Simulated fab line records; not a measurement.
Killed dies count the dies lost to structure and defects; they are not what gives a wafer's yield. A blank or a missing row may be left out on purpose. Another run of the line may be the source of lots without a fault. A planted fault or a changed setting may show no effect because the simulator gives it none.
fab line records / flow n5_finfet / part 2 of 2: steps 22 to 28 of 28
record lots=5 wafers=15 last_day=20
route steps=1938 shown BEOL_M1@772
lots untouched by any fault: they come from a run of this same line in which no faults occurred
start_h: hours from the record's first day to the start of the lot's first wafer shown / wait_h: hours elapsed since this lot's preceding step / " repeats the value in the row above / L1.1+2: one row covering several wafers at once / - no value, or no start given / * or withheld: withheld / < > ~ a bound
route shown NAME@n: a module of which the file shows steps, and the number in the route of the first / usual: mean and standard deviation over wafers with no fault / same: alike in all rows / chamber/n: place in a boat / sites: the reading at each site / _std_site: standard deviation across them / _edge_site: mean of outer sites minus mean of inner sites / radius_mm: how far each site lies from the wafer's centre / mask NAME#n: copy n / behind: the tool/chamber that last shaped the wafer / hold: cause of the lot's hold/its duration in hours/its outcome / device: transistor that didn't switch, given as n, p or np / end of line: the same wafers' tests at the end of the route / a step with no rows: only its recipe / killed: at the first sort, the dies lost to defects and structure; wafer yield is something else / map: the dies of a wafer, with x for killed, . for not killed, _ for no die there
set.NAME: the setting that was run; set.NAME@STEP: the one run at that earlier step / model.NAME: the simulator's own value behind a step, which no gauge read
lots seen at some steps along the route; tables by step, rows by wafer
services: when a tool's chamber went out of use (start_h, in hours from the record's first day, below 0 if earlier), for how many hours, and the reason
## steps
# step N5_BEOL_M1_ETCHBACK_99
# recipe chemistry=CHF3 target=SiO2 target_depth_a=50 time_s=10.4 source_w=215 bias_w=47 Ar_flow_sccm=200 CHF3_flow_sccm=12 ion_energy_ev=100 pressure_mtorr=30
# usual CHF3_flow_sccm=12.00/0.038 drypump_motor_current_A=5.6/0.32 oes_product_au=0.79/0.071 rf_vpp_V=240/6.7 showerhead_plenum_p_Torr=2.14/0.085 throttle_valve_pct=17.07/0.2
lot.wafer=L076.2 tool=rie_diel-06 chamber=3 start_h=141.93 wait_h=6.5 CHF3_flow_sccm=11.93 drypump_motor_current_A=5.8 oes_product_au=0.70 rf_hours_counter_h=189 rf_vpp_V=237 showerhead_plenum_p_Torr=2.14 throttle_valve_pct=17.29
lot.wafer=L076.3 tool=rie_diel-06 chamber=2 start_h=141.93 wait_h=6.5 CHF3_flow_sccm=12.02 drypump_motor_current_A=5.8 oes_product_au=0.79 rf_hours_counter_h=95 rf_vpp_V=232 showerhead_plenum_p_Torr=1.99 throttle_valve_pct=16.99
lot.wafer=L076.6 tool=rie_diel-06 chamber=2 start_h=141.93 wait_h=6.5 CHF3_flow_sccm=12.00 drypump_motor_current_A=5.9 oes_product_au=0.80 rf_hours_counter_h=- rf_vpp_V=232 showerhead_plenum_p_Torr=1.99 throttle_valve_pct=17.00
lot.wafer=L079.2 tool=rie_diel-02 chamber=2 start_h=151.69 wait_h=0.1 CHF3_flow_sccm=12.03 drypump_motor_current_A=5.5 oes_product_au=0.77 rf_hours_counter_h=171 rf_vpp_V=232 showerhead_plenum_p_Torr=2.15 throttle_valve_pct=17.12
lot.wafer=L079.3 tool=rie_diel-02 chamber=1 start_h=151.69 wait_h=0.1 CHF3_flow_sccm=12.01 drypump_motor_current_A=5.4 oes_product_au=0.86 rf_hours_counter_h=56 rf_vpp_V=244 showerhead_plenum_p_Torr=2.28 throttle_valve_pct=16.83
lot.wafer=L079.5 tool=rie_diel-02 chamber=1 start_h=151.69 wait_h=0.1 CHF3_flow_sccm=12.03 drypump_motor_current_A=5.4 oes_product_au=0.88 rf_hours_counter_h=- rf_vpp_V=244 showerhead_plenum_p_Torr=2.28 throttle_valve_pct=16.80
lot.wafer=L085.3 tool=rie_diel-06 chamber=0 start_h=193.81 wait_h=3.9 CHF3_flow_sccm=12.06 drypump_motor_current_A=5.5 oes_product_au=0.94 rf_hours_counter_h=21 rf_vpp_V=235 showerhead_plenum_p_Torr=2.11 throttle_valve_pct=16.68
lot.wafer=L085.5 tool=rie_diel-06 chamber=2 start_h=193.81 wait_h=3.9 CHF3_flow_sccm=12.00 drypump_motor_current_A=5.9 oes_product_au=0.79 rf_hours_counter_h=- rf_vpp_V=232 showerhead_plenum_p_Torr=1.99 throttle_valve_pct=17.01
lot.wafer=L085.6 tool=rie_diel-06 chamber=3 start_h=193.81 wait_h=3.9 CHF3_flow_sccm=11.91 drypump_motor_current_A=5.8 oes_product_au=0.71 rf_hours_counter_h=- rf_vpp_V=238 showerhead_plenum_p_Torr=2.14 throttle_valve_pct=17.30
lot.wafer=L093.1 tool=rie_diel-02 chamber=3 start_h=261.82 wait_h=19.8 CHF3_flow_sccm=12.02 drypump_motor_current_A=5.7 oes_product_au=0.71 rf_hours_counter_h=220 rf_vpp_V=237 showerhead_plenum_p_Torr=2.02 throttle_valve_pct=17.20
lot.wafer=L093.2 tool=rie_diel-02 chamber=2 start_h=261.82 wait_h=19.8 CHF3_flow_sccm=11.97 drypump_motor_current_A=5.5 oes_product_au=0.73 rf_hours_counter_h=202 rf_vpp_V=232 showerhead_plenum_p_Torr=2.14 throttle_valve_pct=17.17
lot.wafer=L093.5 tool=rie_diel-02 chamber=1 start_h=261.82 wait_h=19.8 CHF3_flow_sccm=12.00 drypump_motor_current_A=5.4 oes_product_au=0.81 rf_hours_counter_h=- rf_vpp_V=244 showerhead_plenum_p_Torr=2.27 throttle_valve_pct=16.87
lot.wafer=L097.2 tool=rie_diel-06 chamber=0 start_h=288.21 wait_h=18.5 CHF3_flow_sccm=12.06 drypump_motor_current_A=5.5 oes_product_au=0.87 rf_hours_counter_h=48 rf_vpp_V=236 showerhead_plenum_p_Torr=2.10 throttle_valve_pct=16.71
lot.wafer=L097.3 tool=rie_diel-06 chamber=1 start_h=288.21 wait_h=18.5 CHF3_flow_sccm=12.02 drypump_motor_current_A=5.4 oes_product_au=0.81 rf_hours_counter_h=93 rf_vpp_V=252 showerhead_plenum_p_Torr=2.20 throttle_valve_pct=17.27
lot.wafer=L097.5 tool=rie_diel-06 chamber=0 start_h=288.21 wait_h=18.5 CHF3_flow_sccm=11.98 drypump_motor_current_A=5.5 oes_product_au=0.88 rf_hours_counter_h=- rf_vpp_V=235 showerhead_plenum_p_Torr=2.10 throttle_valve_pct=16.72
# step N5_BEOL_M1_ETCH_70
# recipe chemistry=N2/H2 target=SOC target_depth_a=800 overetch_a=160 mask_material=SiARC temp_c=40 time_s=120 ion_energy_ev=200 pressure_mtorr=30 source_w=840 bias_w=150 n2_flow_sccm=200 h2_flow_sccm=200
# usual drypump_motor_current_A=5.6/0.32 n2_flow_sccm=200.0/0.59 oes_product_au=0.61/0.053 rf_vpp_V=523.3/2.7 showerhead_plenum_p_Torr=2.52/0.091 throttle_valve_pct=17.79/0.19
lot.wafer=L076.2 tool=rie_diel-06 chamber=3 start_h=141.97 wait_h=0.0 drypump_motor_current_A=5.8 n2_flow_sccm=199.9 oes_product_au=0.54 rf_hours_counter_h=189 rf_vpp_V=524.5 showerhead_plenum_p_Torr=2.52 throttle_valve_pct=17.90
lot.wafer=L076.3 tool=rie_diel-06 chamber=2 start_h=141.97 wait_h=0.0 drypump_motor_current_A=5.9 n2_flow_sccm=200.0 oes_product_au=0.62 rf_hours_counter_h=95 rf_vpp_V=519.3 showerhead_plenum_p_Torr=2.37 throttle_valve_pct=17.86
lot.wafer=L076.6 tool=rie_diel-06 chamber=2 start_h=141.97 wait_h=0.0 drypump_motor_current_A=5.8 n2_flow_sccm=199.7 oes_product_au=0.62 rf_hours_counter_h=- rf_vpp_V=517.9 showerhead_plenum_p_Torr=2.37 throttle_valve_pct=17.87
lot.wafer=L079.2 tool=rie_diel-02 chamber=2 start_h=151.73 wait_h=0.0 drypump_motor_current_A=5.5 n2_flow_sccm=199.9 oes_product_au=0.57 rf_hours_counter_h=171 rf_vpp_V=523.2 showerhead_plenum_p_Torr=2.51 throttle_valve_pct=17.75
lot.wafer=L079.3 tool=rie_diel-02 chamber=1 start_h=151.73 wait_h=0.0 drypump_motor_current_A=5.4 n2_flow_sccm=199.8 oes_product_au=0.65 rf_hours_counter_h=56 rf_vpp_V=527.1 showerhead_plenum_p_Torr=2.68 throttle_valve_pct=17.49
lot.wafer=L079.5 tool=rie_diel-02 chamber=1 start_h=151.73 wait_h=0.0 drypump_motor_current_A=5.4 n2_flow_sccm=199.8 oes_product_au=0.65 rf_hours_counter_h=- rf_vpp_V=528.1 showerhead_plenum_p_Torr=2.68 throttle_valve_pct=17.49
lot.wafer=L085.3 tool=rie_diel-06 chamber=0 start_h=193.85 wait_h=0.0 drypump_motor_current_A=5.5 n2_flow_sccm=199.5 oes_product_au=0.70 rf_hours_counter_h=21 rf_vpp_V=522.6 showerhead_plenum_p_Torr=2.49 throttle_valve_pct=17.46
lot.wafer=L085.5 tool=rie_diel-06 chamber=2 start_h=193.85 wait_h=0.0 drypump_motor_current_A=5.8 n2_flow_sccm=200.6 oes_product_au=0.61 rf_hours_counter_h=- rf_vpp_V=518.2 showerhead_plenum_p_Torr=2.36 throttle_valve_pct=17.90
lot.wafer=L085.6 tool=rie_diel-06 chamber=3 start_h=193.85 wait_h=0.0 drypump_motor_current_A=5.8 n2_flow_sccm=201.2 oes_product_au=0.54 rf_hours_counter_h=- rf_vpp_V=522.8 showerhead_plenum_p_Torr=2.52 throttle_valve_pct=17.92
lot.wafer=L093.1 tool=rie_diel-02 chamber=3 start_h=261.86 wait_h=0.0 drypump_motor_current_A=5.7 n2_flow_sccm=200.9 oes_product_au=0.55 rf_hours_counter_h=220 rf_vpp_V=520.7 showerhead_plenum_p_Torr=2.40 throttle_valve_pct=17.89
lot.wafer=L093.2 tool=rie_diel-02 chamber=2 start_h=261.86 wait_h=0.0 drypump_motor_current_A=5.5 n2_flow_sccm=200.5 oes_product_au=0.56 rf_hours_counter_h=202 rf_vpp_V=522.6 showerhead_plenum_p_Torr=2.50 throttle_valve_pct=17.82
lot.wafer=L093.5 tool=rie_diel-02 chamber=1 start_h=261.86 wait_h=0.0 drypump_motor_current_A=5.4 n2_flow_sccm=200.3 oes_product_au=0.63 rf_hours_counter_h=- rf_vpp_V=526.9 showerhead_plenum_p_Torr=2.67 throttle_valve_pct=17.55
lot.wafer=L097.2 tool=rie_diel-06 chamber=0 start_h=288.24 wait_h=0.0 drypump_motor_current_A=5.5 n2_flow_sccm=199.9 oes_product_au=0.67 rf_hours_counter_h=48 rf_vpp_V=521.9 showerhead_plenum_p_Torr=2.48 throttle_valve_pct=17.50
lot.wafer=L097.3 tool=rie_diel-06 chamber=1 start_h=288.24 wait_h=0.0 drypump_motor_current_A=5.4 n2_flow_sccm=200.1 oes_product_au=0.62 rf_hours_counter_h=93 rf_vpp_V=525.5 showerhead_plenum_p_Torr=2.55 throttle_valve_pct=17.64
lot.wafer=L097.5 tool=rie_diel-06 chamber=0 start_h=288.24 wait_h=0.0 drypump_motor_current_A=5.5 n2_flow_sccm=199.5 oes_product_au=0.67 rf_hours_counter_h=- rf_vpp_V=522.5 showerhead_plenum_p_Torr=2.48 throttle_valve_pct=17.53
# step N5_BEOL_M1_STRIP_71
# recipe chemistry=N2/H2 temp_c=40 n2_flow_sccm=200 h2_flow_sccm=200 rf_frequency_hz=6e+07
lot.wafer=L076.2+3+6 tool=rie_diel-06 chamber=3,2,2 start_h=142.05 wait_h=0.0
lot.wafer=L079.2+3+5 tool=rie_diel-02 chamber=2,1,1 start_h=151.81 wait_h=0.0
lot.wafer=L085.3+5+6 tool=rie_diel-06 chamber=0,2,3 start_h=193.93 wait_h=0.0
lot.wafer=L093.1+2+5 tool=rie_diel-02 chamber=3,2,1 start_h=261.94 wait_h=0.0
lot.wafer=L097.2+3+5 tool=rie_diel-06 chamber=0,1,0 start_h=288.32 wait_h=0.0
# step N5_BEOL_M1_STRIP_78
# recipe chemistry=N2/H2 temp_c=40 n2_flow_sccm=200 h2_flow_sccm=200 rf_frequency_hz=6e+07
lot.wafer=L076.2+3+6 tool=rie_diel-06 chamber=3,2,2 start_h=142.06 wait_h=0.0
lot.wafer=L079.2+3+5 tool=rie_diel-02 chamber=2,1,1 start_h=151.82 wait_h=0.0
lot.wafer=L085.3+5+6 tool=rie_diel-06 chamber=0,2,3 start_h=193.94 wait_h=0.0
lot.wafer=L093.1+2+5 tool=rie_diel-02 chamber=3,2,1 start_h=261.95 wait_h=0.0
lot.wafer=L097.2+3+5 tool=rie_diel-06 chamber=0,1,0 start_h=288.33 wait_h=0.0
# step N5_BEOL_M1_VIA_ETCH_34
# recipe chemistry=C4F6/O2 target_depth_a=678 mask_material=SOC pressure_mtorr=15 ion_energy_ev=250 taper_deg=4 time_s=64.4 source_w=350 bias_w=170 Ar_flow_sccm=300 C4F6_flow_sccm=10 O2_flow_sccm=10
# usual C4F6_flow_sccm=10.00/0.031 drypump_motor_current_A=5.6/0.32 oes_product_au=0.79/0.071 rf_vpp_V=663/18 showerhead_plenum_p_Torr=2.82/0.11 throttle_valve_pct=30.76/0.23
lot.wafer=L076.2 tool=rie_diel-06 chamber=3 start_h=142.07 wait_h=0.0 C4F6_flow_sccm=10.03 drypump_motor_current_A=5.8 oes_product_au=0.70 rf_hours_counter_h=189 rf_vpp_V=658 showerhead_plenum_p_Torr=2.83 throttle_valve_pct=30.84
lot.wafer=L076.3 tool=rie_diel-06 chamber=2 start_h=142.07 wait_h=0.0 C4F6_flow_sccm=9.94 drypump_motor_current_A=5.9 oes_product_au=0.80 rf_hours_counter_h=95 rf_vpp_V=645 showerhead_plenum_p_Torr=2.64 throttle_valve_pct=30.70
lot.wafer=L076.6 tool=rie_diel-06 chamber=2 start_h=142.07 wait_h=0.0 C4F6_flow_sccm=9.97 drypump_motor_current_A=5.8 oes_product_au=0.79 rf_hours_counter_h=- rf_vpp_V=644 showerhead_plenum_p_Torr=2.64 throttle_valve_pct=30.69
lot.wafer=L079.2 tool=rie_diel-02 chamber=2 start_h=151.83 wait_h=0.0 C4F6_flow_sccm=10.00 drypump_motor_current_A=5.5 oes_product_au=0.76 rf_hours_counter_h=171 rf_vpp_V=645 showerhead_plenum_p_Torr=2.84 throttle_valve_pct=30.72
lot.wafer=L079.3 tool=rie_diel-02 chamber=1 start_h=151.83 wait_h=0.0 C4F6_flow_sccm=10.02 drypump_motor_current_A=5.4 oes_product_au=0.88 rf_hours_counter_h=56 rf_vpp_V=675 showerhead_plenum_p_Torr=3.00 throttle_valve_pct=30.59
lot.wafer=L079.5 tool=rie_diel-02 chamber=1 start_h=151.83 wait_h=0.0 C4F6_flow_sccm=10.07 drypump_motor_current_A=5.4 oes_product_au=0.87 rf_hours_counter_h=- rf_vpp_V=677 showerhead_plenum_p_Torr=3.00 throttle_valve_pct=30.58
lot.wafer=L085.3 tool=rie_diel-06 chamber=0 start_h=193.95 wait_h=0.0 C4F6_flow_sccm=10.04 drypump_motor_current_A=5.5 oes_product_au=0.93 rf_hours_counter_h=21 rf_vpp_V=650 showerhead_plenum_p_Torr=2.79 throttle_valve_pct=30.42
lot.wafer=L085.5 tool=rie_diel-06 chamber=2 start_h=193.95 wait_h=0.0 C4F6_flow_sccm=10.03 drypump_motor_current_A=5.9 oes_product_au=0.78 rf_hours_counter_h=- rf_vpp_V=643 showerhead_plenum_p_Torr=2.64 throttle_valve_pct=30.70
lot.wafer=L085.6 tool=rie_diel-06 chamber=3 start_h=193.95 wait_h=0.0 C4F6_flow_sccm=9.98 drypump_motor_current_A=5.8 oes_product_au=0.70 rf_hours_counter_h=- rf_vpp_V=658 showerhead_plenum_p_Torr=2.83 throttle_valve_pct=30.84
lot.wafer=L093.1 tool=rie_diel-02 chamber=3 start_h=261.96 wait_h=0.0 C4F6_flow_sccm=9.99 drypump_motor_current_A=5.7 oes_product_au=0.71 rf_hours_counter_h=220 rf_vpp_V=655 showerhead_plenum_p_Torr=2.67 throttle_valve_pct=30.56
lot.wafer=L093.2 tool=rie_diel-02 chamber=2 start_h=261.96 wait_h=0.0 C4F6_flow_sccm=10.02 drypump_motor_current_A=5.5 oes_product_au=0.73 rf_hours_counter_h=202 rf_vpp_V=642 showerhead_plenum_p_Torr=2.83 throttle_valve_pct=30.76
lot.wafer=L093.5 tool=rie_diel-02 chamber=1 start_h=261.96 wait_h=0.0 C4F6_flow_sccm=10.00 drypump_motor_current_A=5.4 oes_product_au=0.83 rf_hours_counter_h=- rf_vpp_V=676 showerhead_plenum_p_Torr=2.99 throttle_valve_pct=30.60
lot.wafer=L097.2 tool=rie_diel-06 chamber=0 start_h=288.34 wait_h=0.0 C4F6_flow_sccm=10.04 drypump_motor_current_A=5.5 oes_product_au=0.87 rf_hours_counter_h=48 rf_vpp_V=650 showerhead_plenum_p_Torr=2.77 throttle_valve_pct=30.43
lot.wafer=L097.3 tool=rie_diel-06 chamber=1 start_h=288.34 wait_h=0.0 C4F6_flow_sccm=10.02 drypump_motor_current_A=5.4 oes_product_au=0.80 rf_hours_counter_h=93 rf_vpp_V=699 showerhead_plenum_p_Torr=2.90 throttle_valve_pct=31.12
lot.wafer=L097.5 tool=rie_diel-06 chamber=0 start_h=288.34 wait_h=0.0 C4F6_flow_sccm=10.04 drypump_motor_current_A=5.5 oes_product_au=0.88 rf_hours_counter_h=- rf_vpp_V=649 showerhead_plenum_p_Torr=2.77 throttle_valve_pct=30.45
# step N5_BEOL_M1_STRIP_83
# recipe chemistry=C4F6/O2 resist=SiARC rf_frequency_hz=6e+07
lot.wafer=L076.2+3+6 tool=rie_diel-06 chamber=3,2,2 start_h=142.12 wait_h=0.0
lot.wafer=L079.2+3+5 tool=rie_diel-02 chamber=2,1,1 start_h=151.88 wait_h=0.0
lot.wafer=L085.3+5+6 tool=rie_diel-06 chamber=0,2,3 start_h=194.00 wait_h=0.0
lot.wafer=L093.1+2+5 tool=rie_diel-02 chamber=3,2,1 start_h=262.01 wait_h=0.0
lot.wafer=L097.2+3+5 tool=rie_diel-06 chamber=0,1,0 start_h=288.39 wait_h=0.0
# step N5_BEOL_M1_STRIP_36
# recipe chemistry=N2/H2 power_w=450 temp_c=40 pressure_mtorr=20 rf_frequency_hz=6e+07 overash_fraction=0.3 bias_power_w=7 h2_frac=0.5 n2_flow_sccm=200 h2_flow_sccm=200
# usual drypump_motor_current_A=5.6/0.33 n2_flow_sccm=199.9/0.55 oes_product_au=0.79/0.074 rf_vpp_V=59.1/1.4 showerhead_plenum_p_Torr=2.52/0.091 throttle_valve_pct=23.61/0.28
lot.wafer=L076.2 tool=rie_diel-06 chamber=3 start_h=142.13 wait_h=0.0 drypump_motor_current_A=5.8 n2_flow_sccm=199.8 oes_product_au=0.71 rf_hours_counter_h=189 rf_vpp_V=59.5 showerhead_plenum_p_Torr=2.52 throttle_valve_pct=23.54
lot.wafer=L076.3 tool=rie_diel-06 chamber=2 start_h=142.13 wait_h=0.0 drypump_motor_current_A=5.9 n2_flow_sccm=200.4 oes_product_au=0.80 rf_hours_counter_h=95 rf_vpp_V=57.3 showerhead_plenum_p_Torr=2.37 throttle_valve_pct=23.86
lot.wafer=L076.6 tool=rie_diel-06 chamber=2 start_h=142.13 wait_h=0.0 drypump_motor_current_A=5.9 n2_flow_sccm=200.2 oes_product_au=0.80 rf_hours_counter_h=- rf_vpp_V=58.6 showerhead_plenum_p_Torr=2.37 throttle_valve_pct=23.84
lot.wafer=L079.2 tool=rie_diel-02 chamber=2 start_h=151.89 wait_h=0.0 drypump_motor_current_A=5.5 n2_flow_sccm=200.1 oes_product_au=0.75 rf_hours_counter_h=171 rf_vpp_V=59.1 showerhead_plenum_p_Torr=2.51 throttle_valve_pct=23.57
lot.wafer=L079.3 tool=rie_diel-02 chamber=1 start_h=151.89 wait_h=0.0 drypump_motor_current_A=5.4 n2_flow_sccm=200.6 oes_product_au=0.87 rf_hours_counter_h=56 rf_vpp_V=59.9 showerhead_plenum_p_Torr=2.68 throttle_valve_pct=23.31
lot.wafer=L079.5 tool=rie_diel-02 chamber=1 start_h=151.89 wait_h=0.0 drypump_motor_current_A=5.4 n2_flow_sccm=199.7 oes_product_au=0.87 rf_hours_counter_h=- rf_vpp_V=56.1 showerhead_plenum_p_Torr=2.68 throttle_valve_pct=23.36
lot.wafer=L085.3 tool=rie_diel-06 chamber=0 start_h=194.01 wait_h=0.0 drypump_motor_current_A=5.5 n2_flow_sccm=200.1 oes_product_au=0.93 rf_hours_counter_h=21 rf_vpp_V=59.7 showerhead_plenum_p_Torr=2.49 throttle_valve_pct=23.36
lot.wafer=L085.5 tool=rie_diel-06 chamber=2 start_h=194.01 wait_h=0.0 drypump_motor_current_A=5.8 n2_flow_sccm=200.2 oes_product_au=0.79 rf_hours_counter_h=- rf_vpp_V=59.7 showerhead_plenum_p_Torr=2.36 throttle_valve_pct=23.85
lot.wafer=L085.6 tool=rie_diel-06 chamber=3 start_h=194.01 wait_h=0.0 drypump_motor_current_A=5.8 n2_flow_sccm=200.4 oes_product_au=0.70 rf_hours_counter_h=- rf_vpp_V=60.5 showerhead_plenum_p_Torr=2.51 throttle_valve_pct=23.54
lot.wafer=L093.1 tool=rie_diel-02 chamber=3 start_h=262.02 wait_h=0.0 drypump_motor_current_A=5.7 n2_flow_sccm=200.2 oes_product_au=0.73 rf_hours_counter_h=220 rf_vpp_V=58.3 showerhead_plenum_p_Torr=2.40 throttle_valve_pct=23.52
lot.wafer=L093.2 tool=rie_diel-02 chamber=2 start_h=262.02 wait_h=0.0 drypump_motor_current_A=5.5 n2_flow_sccm=200.5 oes_product_au=0.72 rf_hours_counter_h=202 rf_vpp_V=58.5 showerhead_plenum_p_Torr=2.50 throttle_valve_pct=23.57
lot.wafer=L093.5 tool=rie_diel-02 chamber=1 start_h=262.02 wait_h=0.0 drypump_motor_current_A=5.4 n2_flow_sccm=200.7 oes_product_au=0.83 rf_hours_counter_h=- rf_vpp_V=60.5 showerhead_plenum_p_Torr=2.66 throttle_valve_pct=23.40
lot.wafer=L097.2 tool=rie_diel-06 chamber=0 start_h=288.40 wait_h=0.0 drypump_motor_current_A=5.5 n2_flow_sccm=200.2 oes_product_au=0.88 rf_hours_counter_h=48 rf_vpp_V=62.0 showerhead_plenum_p_Torr=2.48 throttle_valve_pct=23.40
lot.wafer=L097.3 tool=rie_diel-06 chamber=1 start_h=288.40 wait_h=0.0 drypump_motor_current_A=5.4 n2_flow_sccm=200.4 oes_product_au=0.83 rf_hours_counter_h=93 rf_vpp_V=61.0 showerhead_plenum_p_Torr=2.54 throttle_valve_pct=23.29
lot.wafer=L097.5 tool=rie_diel-06 chamber=0 start_h=288.40 wait_h=0.0 drypump_motor_current_A=5.5 n2_flow_sccm=199.6 oes_product_au=0.88 rf_hours_counter_h=- rf_vpp_V=56.7 showerhead_plenum_p_Torr=2.48 throttle_valve_pct=23.39
## services
tool=euv_scanner-01 chamber=- start_h=113.23 hours=1.0 kind=pm
tool=rie_diel-02 chamber=3 start_h=114.40 hours=6.5 kind=repair
tool=rie_diel-03 chamber=1 start_h=114.46 hours=10.7 kind=repair
tool=euv_scanner-01 chamber=- start_h=118.20 hours=5.8 kind=pm
tool=rie_metal-03 chamber=0 start_h=134.70 hours=7.3 kind=repair
tool=rie_diel-03 chamber=3 start_h=139.89 hours=3.5 kind=repair
tool=euv_scanner-02 chamber=- start_h=153.68 hours=1.0 kind=pm
tool=rie_diel-02 chamber=2 start_h=162.48 hours=6.6 kind=repair
tool=rie_diel-06 chamber=3 start_h=163.11 hours=4.1 kind=repair
tool=euv_scanner-01 chamber=- start_h=169.38 hours=1.0 kind=pm
tool=rie_metal-01 chamber=- start_h=193.38 hours=14.6 kind=pm
tool=rie_metal-03 chamber=1 start_h=198.13 hours=8.4 kind=repair
tool=rie_diel-03 chamber=3 start_h=200.07 hours=23.7 kind=repair
tool=euv_scanner-02 chamber=- start_h=209.83 hours=1.0 kind=pm
tool=rie_diel-03 chamber=2 start_h=220.43 hours=3.6 kind=repair
tool=euv_scanner-01 chamber=- start_h=225.53 hours=1.0 kind=pm
tool=rie_diel-02 chamber=3 start_h=230.01 hours=2.4 kind=repair
tool=rie_diel-02 chamber=0 start_h=252.10 hours=6.5 kind=repair
tool=rie_metal-03 chamber=- start_h=256.49 hours=1.2 kind=repair
tool=euv_scanner-02 chamber=- start_h=259.35 hours=4.0 kind=repair
tool=ald_sin-03 chamber=- start_h=262.75 hours=2.2 kind=repair
tool=euv_scanner-02 chamber=- start_h=263.37 hours=4.6 kind=pm
tool=euv_scanner-01 chamber=- start_h=272.72 hours=2.7 kind=repair
tool=euv_scanner-01 chamber=- start_h=281.68 hours=1.0 kind=pm
